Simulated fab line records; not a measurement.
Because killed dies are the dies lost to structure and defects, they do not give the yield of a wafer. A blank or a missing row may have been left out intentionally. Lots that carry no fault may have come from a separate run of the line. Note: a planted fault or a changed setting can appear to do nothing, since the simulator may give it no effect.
fab line records -- flow n5Finfet
record lots=6, wafers=18, lastDay=18
route steps=1938 shown BEOL_M7@1281
lots untouched by any fault: they come from a run of this same line in which no faults occurred
startH: start of the lot's first displayed wafer, in hours after the record's first day -- waitH: hours elapsed since this lot's preceding step -- " the same as in the row above -- L1.1+2: several wafers, shown together as one row -- - no value, or no start given -- * or withheld: withheld -- < > ~ a bound
route shown NAME@n: names a module that has steps shown in the file, with the first one's number in the route -- usual: mean and standard deviation over wafers with no fault -- same: alike in all rows -- chamber/n: place in a boat -- sites: readings site by site -- _std_site: the standard deviation of these -- _edge_site: inner sites' mean taken away from outer sites' mean -- radiusMm: how far each site lies from the wafer's centre -- mask NAME#n: copy n -- behind: the most recent tool/chamber to have shaped the wafer -- hold: the reason the lot was held/the length of the hold in hours/how it ended -- device: transistor that didn't switch, given as n, p or np -- end of line: tests run on the same wafers once the route is complete -- a step without rows: its recipe alone -- killed: the dies lost at the first sort to structure and to defects; this is not the yield of the wafer -- map: dies across one wafer; x = killed, . = not, _ = none there
set.NAME: the setting the step ran with; set.NAME@STEP: the setting that earlier step ran with -- model.NAME: the simulator's own value behind a step, which no gauge read
lots at selected steps of the route; one table per step, one row per wafer
services: the hour from which a tool's chamber was out of use, counted from the record's first day as startH (under 0 if before that day), plus the number of hours and why
## steps
# step N5_BEOL_M7_ETCH_62
# recipe chemistry=N2/H2, target=SOC, targetDepthA=1100, overetchA=220, maskMaterial=SiARC, tempC=40, timeS=165, ionEnergyEv=200, pressureMtorr=30, sourceW=840, biasW=150, n2FlowSccm=200, h2FlowSccm=200
# usual drypumpMotorCurrentA=5.6/0.43, h2FlowSccm=200.1/0.62, oesProductAu=0.67/0.072, rfVppV=524.0/2.4, showerheadPlenumPTorr=2.55/0.084, throttleValvePct=17.99/0.26
lot.wafer,tool,chamber,startH,waitH,drypumpMotorCurrentA,h2FlowSccm,oesProductAu,rfHoursCounterH,rfVppV,showerheadPlenumPTorr,throttleValvePct
L831.2,rieDiel-06,3,241.22,0.0,6.2,201.3,0.72,54,525.7,2.59,17.80
L831.3,rieDiel-06,1,241.22,0.0,5.7,199.7,0.61,192,522.9,2.53,18.09
L831.5,rieDiel-06,0,241.22,0.0,5.2,199.1,0.69,-,522.2,2.44,17.53
L835.2,rieDiel-03,2,257.13,0.0,5.3,199.9,0.74,22,521.6,2.51,17.49
L835.3,rieDiel-03,0,257.13,0.0,5.1,199.7,0.61,216,523.4,2.53,18.08
L835.5,rieDiel-03,0,257.13,0.0,5.1,199.5,0.60,-,522.1,2.53,18.08
L839.2,rieDiel-04,1,280.59,0.0,5.2,198.9,0.59,236,522.6,2.50,17.82
L839.4,rieDiel-04,2,280.59,0.0,5.7,200.9,0.83,-,528.9,2.73,18.13
L839.6,rieDiel-04,0,280.59,0.0,5.9,199.8,0.60,-,524.3,2.53,18.27
L838.1,rieDiel-03,3,282.13,0.0,6.4,200.3,0.72,75,525.5,2.61,18.40
L838.5,rieDiel-03,3,282.13,0.0,6.3,200.3,0.71,-,525.4,2.61,18.41
L838.6,rieDiel-03,0,282.13,0.0,5.1,200.2,0.60,-,522.5,2.53,18.08
L848.1,rieDiel-04,0,331.84,0.0,5.9,201.2,0.58,236,523.8,2.53,18.31
L848.2,rieDiel-04,2,331.84,0.0,5.7,199.9,0.77,23,527.6,2.73,18.18
L848.4,rieDiel-04,1,331.84,0.0,5.2,199.8,0.58,253,523.7,2.49,17.85
L849.3,rieDiel-04,0,344.47,0.0,5.9,200.1,0.58,241,523.1,2.52,18.33
L849.4,rieDiel-04,2,344.47,0.0,5.7,200.5,0.77,-,528.9,2.72,18.17
L849.6,rieDiel-04,0,344.47,0.0,5.9,200.8,0.58,-,523.1,2.52,18.33
# step N5_BEOL_M7_STRIP_68
# recipe chemistry=N2/H2, tempC=40, n2FlowSccm=200, h2FlowSccm=200, rfFrequencyHz=6e+07
# step N5_BEOL_M7_STRIP_67
# recipe chemistry=CF4, resist=SiARC, powerW=300, biasPowerW=75, pressureMtorr=50, cf4FlowSccm=150, rfFrequencyHz=6e+07
# usual drypumpMotorCurrentA=5.6/0.43, oesProductAu=0.79/0.085, rfVppV=271.3/1.6, showerheadPlenumPTorr=1.80/0.049, throttleValvePct=13.67/0.21
lot.wafer,tool,chamber,startH,waitH,drypumpMotorCurrentA,oesProductAu,rfHoursCounterH,rfVppV,showerheadPlenumPTorr,throttleValvePct
L831.2,rieDiel-06,3,241.37,0.0,6.2,0.84,54,271.9,1.82,13.38
L831.3,rieDiel-06,1,241.37,0.0,5.7,0.72,193,270.9,1.79,13.90
L831.5,rieDiel-06,0,241.37,0.0,5.2,0.82,-,271.2,1.75,13.51
L835.2,rieDiel-03,2,257.27,0.0,5.3,0.88,22,270.6,1.76,13.18
L835.3,rieDiel-03,0,257.27,0.0,5.1,0.71,216,270.5,1.79,13.85
L835.5,rieDiel-03,0,257.27,0.0,5.1,0.72,-,272.3,1.79,13.84
L839.2,rieDiel-04,1,280.73,0.0,5.2,0.69,236,269.6,1.76,13.68
L839.4,rieDiel-04,2,280.73,0.0,5.7,0.98,-,274.7,1.91,13.48
L839.6,rieDiel-04,0,280.73,0.0,5.9,0.70,-,271.2,1.77,13.95
L838.1,rieDiel-03,3,282.27,0.0,6.4,0.85,75,270.5,1.80,13.64
L838.5,rieDiel-03,3,282.27,0.0,6.3,0.84,-,270.1,1.80,13.62
L838.6,rieDiel-03,0,282.27,0.0,5.1,0.71,-,271.8,1.79,13.85
L848.1,rieDiel-04,0,331.99,0.0,5.9,0.68,236,270.2,1.77,13.97
L848.2,rieDiel-04,2,331.99,0.0,5.7,0.91,23,274.2,1.90,13.52
L848.4,rieDiel-04,1,331.99,0.0,5.3,0.68,253,270.9,1.76,13.71
L849.3,rieDiel-04,0,344.61,0.0,5.9,0.68,241,269.3,1.76,14.00
L849.4,rieDiel-04,2,344.61,0.0,5.7,0.91,-,275.3,1.90,13.55
L849.6,rieDiel-04,0,344.61,0.0,5.9,0.69,-,270.6,1.76,14.00
# step N5_BEOL_M7_HM_OPEN_17
# recipe chemistry=Cl2/BCl3, targetDepthA=200, overetchA=60, target=TiN, maskMaterial=SOC, ionEnergyEv=150, pressureMtorr=10, icpW=1000, biasW=126, Cl2_flow_sccm=53.25, bcl3FlowSccm=21.75, Ar_flow_sccm=25
# usual drypumpMotorCurrentA=5.7/0.58, mfcArSccm=25.02/0.082, oes_ar_750_au=0.83/0.1, oesProductAu=0.71/0.087, throttleValvePct=22.02/0.2
lot.wafer,tool,chamber,startH,waitH,drypumpMotorCurrentA,mfcArSccm,oes_ar_750_au,oesProductAu,rfHoursCounterH,throttleValvePct
L831.2,rieMetal-01,1,241.41,0.0,4.8,25.03,0.93,0.76,12,21.95
L831.3,rieMetal-01,0,241.41,0.0,6.0,25.13,0.70,0.60,-,21.89
L831.5,rieMetal-01,1,241.41,0.0,4.8,25.08,0.92,0.76,-,21.95
L835.2,rieMetal-02,1,257.31,0.0,6.6,25.13,0.68,0.57,84,21.93
L835.3,rieMetal-02,1,257.31,0.0,6.6,25.00,0.68,0.57,-,21.91
L835.5,rieMetal-02,1,257.31,0.0,6.6,25.13,0.68,0.56,-,21.93
L839.2,rieMetal-03,1,280.77,0.0,5.4,24.94,0.89,0.77,10,21.91
L839.4,rieMetal-03,0,280.77,0.0,5.8,25.15,0.89,0.78,-,22.46
L839.6,rieMetal-03,1,280.77,0.0,5.4,25.05,0.88,0.77,-,21.92
L838.1,rieMetal-03,0,282.31,0.0,5.8,25.03,0.90,0.78,6,22.44
L838.5,rieMetal-03,0,282.31,0.0,5.8,25.09,0.90,0.78,-,22.43
L838.6,rieMetal-03,1,282.31,0.0,5.4,25.04,0.89,0.77,-,21.92
L848.1,rieMetal-01,0,332.04,0.0,6.0,24.94,0.68,0.59,79,21.89
L848.2,rieMetal-01,1,332.04,0.0,4.7,24.99,0.88,0.73,21,21.96
L848.4,rieMetal-01,0,332.04,0.0,6.0,24.95,0.68,0.59,-,21.89
L849.3,rieMetal-01,0,344.69,0.1,6.0,25.12,0.67,0.60,-,21.87
L849.4,rieMetal-01,1,344.69,0.1,4.8,25.00,0.87,0.72,-,21.96
L849.6,rieMetal-01,0,344.69,0.1,6.0,25.09,0.67,0.59,-,21.88
# step N5_BEOL_M7_STRIP_19
# recipe chemistry=O2, powerW=400, tempC=40, pressureMtorr=30, rfFrequencyHz=6e+07, biasPowerW=0, overashFraction=0.2, o2FlowSccm=225
# usual drypumpMotorCurrentA=5.6/0.42, o2FlowSccm=225.1/0.7, oesProductAu=0.78/0.084, rfVppV=3.6/0.59, showerheadPlenumPTorr=2.09/0.069, throttleValvePct=16.80/0.21
# same overashFraction=0.2
lot.wafer,tool,chamber,startH,waitH,drypumpMotorCurrentA,o2FlowSccm,oesProductAu,rfHoursCounterH,rfVppV,showerheadPlenumPTorr,throttleValvePct
L831.2,rieDiel-04,1,241.67,0.2,5.2,224.8,0.70,219,3.5,2.07,16.69
L831.3,rieDiel-04,0,241.67,0.2,5.9,224.1,0.71,200,3.5,2.09,17.02
L831.5,rieDiel-04,1,241.67,0.2,5.2,224.7,0.70,-,3.8,2.07,16.68
L835.2,rieDiel-06,3,257.42,0.1,6.2,224.1,0.84,62,3.2,2.12,16.49
L835.3,rieDiel-06,1,257.42,0.1,5.7,224.9,0.74,200,2.4,2.07,16.91
L835.5,rieDiel-06,0,257.42,0.1,5.2,225.6,0.78,-,4.7,2.01,16.51
L839.2,rieDiel-04,0,280.88,0.1,5.9,223.2,0.70,218,3.2,2.09,17.08
L839.4,rieDiel-04,2,280.88,0.1,5.7,225.0,0.98,-,2.8,2.26,16.78
L839.6,rieDiel-04,1,280.88,0.1,5.3,225.6,0.69,-,3.9,2.06,16.72
L838.1,rieDiel-03,3,282.42,0.1,6.3,225.8,0.85,75,2.8,2.14,16.88
L838.5,rieDiel-03,3,282.42,0.1,6.4,225.5,0.86,-,3.6,2.14,16.88
L838.6,rieDiel-03,2,282.42,0.1,5.3,225.1,0.87,-,3.9,2.06,16.31
L848.1,rieDiel-03,1,332.19,0.1,5.4,224.4,0.82,67,2.9,2.22,16.78
L848.2,rieDiel-03,0,332.19,0.1,5.1,226.1,0.69,241,3.3,2.06,16.81
L848.4,rieDiel-03,3,332.19,0.1,6.4,226.2,0.83,-,4.6,2.13,16.91
L849.3,rieDiel-04,2,344.85,0.1,5.7,226.0,0.92,29,3.7,2.25,16.83
L849.4,rieDiel-04,0,344.85,0.1,5.9,224.4,0.69,-,3.3,2.08,17.13
L849.6,rieDiel-04,2,344.85,0.1,5.7,226.2,0.92,-,4.0,2.25,16.84
# step N5_BEOL_M7_CD_MEAS_18
# recipe pitchNm=80, targetCdNm=40
# usual cdNm=39.9/0.8
lot.wafer,tool,chamber,startH,waitH,cdNm
L831.2,cdSem-02,-,241.74,0.1,39.6
L831.3,cdSem-02,-,241.74,0.1,38.2
L831.5,cdSem-02,-,241.74,0.1,40.5
L835.2,cdSem-02,-,257.50,0.1,39.1
L835.3,cdSem-02,-,257.50,0.1,39.3
L835.5,cdSem-02,-,257.50,0.1,39.0
L839.2,cdSem-02,-,280.96,0.1,39.2
L839.4,cdSem-02,-,280.96,0.1,39.6
L839.6,cdSem-02,-,280.96,0.1,40.5
L838.1,cdSem-01,-,282.49,0.0,39.0
L838.5,cdSem-01,-,282.49,0.0,40.0
L838.6,cdSem-01,-,282.49,0.0,40.0
L848.1,cdSem-03,-,332.26,0.0,39.5
L848.2,cdSem-03,-,332.26,0.0,39.5
L848.4,cdSem-03,-,332.26,0.0,39.0
L849.3,cdSem-02,-,344.92,0.1,40.1
L849.4,cdSem-02,-,344.92,0.1,40.3
L849.6,cdSem-02,-,344.92,0.1,39.4
# step N5_BEOL_M7_COAT_63
# recipe resist=SOC, tempC=250, timeS=60, spinRpm=1500, resistThkNm=60
# step N5_BEOL_M7_COAT_64
# recipe resist=SiARC, tempC=220, timeS=60, spinRpm=1500, resistThkNm=12
# step N5_BEOL_M7_COAT_71
# recipe resist=underlayer, tempC=205, timeS=60, spinRpm=1500, resistThkNm=5
# step N5_BEOL_M7_COAT_22
# recipe resist=CAR-EUV, spinRpm=1500, resistThkNm=30
# step N5_BEOL_M7_EBR_24
# recipe solvent=PGMEA, ebrWidthMm=1.5
# step N5_BEOL_M7_SOFTBAKE_23
# recipe tempC=110, timeS=60, resist=CAR-EUV
# step N5_BEOL_M7_EXPOSE_25
# recipe maskId=V6, na=0.33, sourceShape=annular, sigmaInner=0.4, sigmaOuter=0.8, polarization=unpolarized, targetCdNm=40, doseMj=42.5
# usual exposureDoseMJCm2=42.43/0.047, focusOffsetNm=-0.1/0.52, sigmaInner=0.4/0
lot.wafer,tool,chamber,startH,waitH,mask,exposureDoseMJCm2,focusOffsetNm,sigmaInner
L831.2,euvScanner-02,0,242.78,-,V6#0,42.37,0.1,0.4
L831.3,euvScanner-02,0,242.78,-,V6#0,42.45,0.2,0.4
L831.5,euvScanner-02,0,242.78,-,V6#0,42.36,0.0,0.4
L835.2,euvScanner-01,0,258.88,-,V6#0,42.39,0.0,0.4
L835.3,euvScanner-01,0,258.88,-,V6#0,42.43,-0.4,0.4
L835.5,euvScanner-01,0,258.88,-,V6#0,42.32,-0.7,0.4
L839.2,euvScanner-01,-,281.18,-,V6#0,-,-,-
L839.4,euvScanner-01,-,281.18,-,V6#0,-,-,-
L839.6,euvScanner-01,-,281.18,-,V6#0,-,-,-
L838.1,euvScanner-01,-,284.64,-,V6#0,-,-,-
L838.5,euvScanner-01,-,284.64,-,V6#0,-,-,-
L838.6,euvScanner-01,-,284.64,-,V6#0,-,-,-
L848.1,euvScanner-01,0,332.96,-,V6#0,42.42,0.6,0.4
L848.2,euvScanner-01,0,332.96,-,V6#0,42.41,0.3,0.4
L848.4,euvScanner-01,0,332.96,-,V6#0,42.37,0.2,0.4
L849.3,euvScanner-01,0,345.10,-,V6#0,42.46,0.4,0.4
L849.4,euvScanner-01,0,345.10,-,V6#0,42.36,-0.2,0.4
L849.6,euvScanner-01,0,345.10,-,V6#0,42.46,-0.2,0.4
# step N5_BEOL_M7_PEB_26
# recipe pebTempC=100, pebTimeS=60, resist=CAR-EUV
## services
tool,chamber,startH,hours,kind
rieMetal-01,-,219.49,2.8,pm
rieDiel-03,-,239.00,15.6,pm
euvScanner-01,-,239.59,0.8,repair
rieDiel-04,2,254.55,-,clean
rieDiel-04,2,254.55,-,consumableReplace:focusRing
rieDiel-04,2,254.55,-,consumableReplace:showerhead
rieDiel-04,2,254.55,11.3,scheduledDown
euvScanner-02,-,256.22,0.2,repair
euvScanner-02,-,258.18,1.0,pm
euvScanner-02,-,259.63,5.8,pm
euvScanner-01,-,265.41,1.0,pm
rieDiel-06,0,267.66,4.5,repair
rieMetal-03,-,271.03,0.4,repair
euvScanner-02,-,273.18,12.0,pm
rieDiel-04,3,278.44,4.5,repair
euvScanner-01,-,285.18,4.6,pm
rieDiel-03,2,296.51,115.9,repair
rieDiel-04,3,296.85,3.5,repair
euvScanner-02,-,314.33,1.0,pm
euvScanner-01,-,316.93,1.0,pm
euvScanner-02,-,317.06,0.2,repair
rieDiel-04,1,334.75,7.2,repair
rieDiel-06,-,340.42,15.6,pm
euvScanner-01,-,343.40,0.1,repair
## key
firstSign step=N5_BEOL_M7_EXPOSE_25, reading=toolRecord, direction=missing
effect none on later readings
metAt N5_BEOL_M7_EXPOSE_25
struckWafers L838.1,L838.5,L838.6,L839.2,L839.4,L839.6
laterRowsLeftOut L838.1,L838.5,L838.6,L839.2,L839.4,L839.6
sortLeftOut L838.1,L838.5,L838.6,L839.2,L839.4,L839.6
onsetBetween 258.88 281.18
fault kind=skippedStepWhole, tool=euvScanner-01, chamber=-, onsetH=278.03, steps=N5_BEOL_M7_EXPOSE_25, scope=struckLotsOnly
# sortLeftOut: the simulated sort isn't trusted on such a fault, so these wafers' sort isn't shown, and their yield isn't known
# laterRowsLeftOut: the simulator's readings of these wafers behind a module that went badly wrong aren't trusted and aren't shown, but for the sort
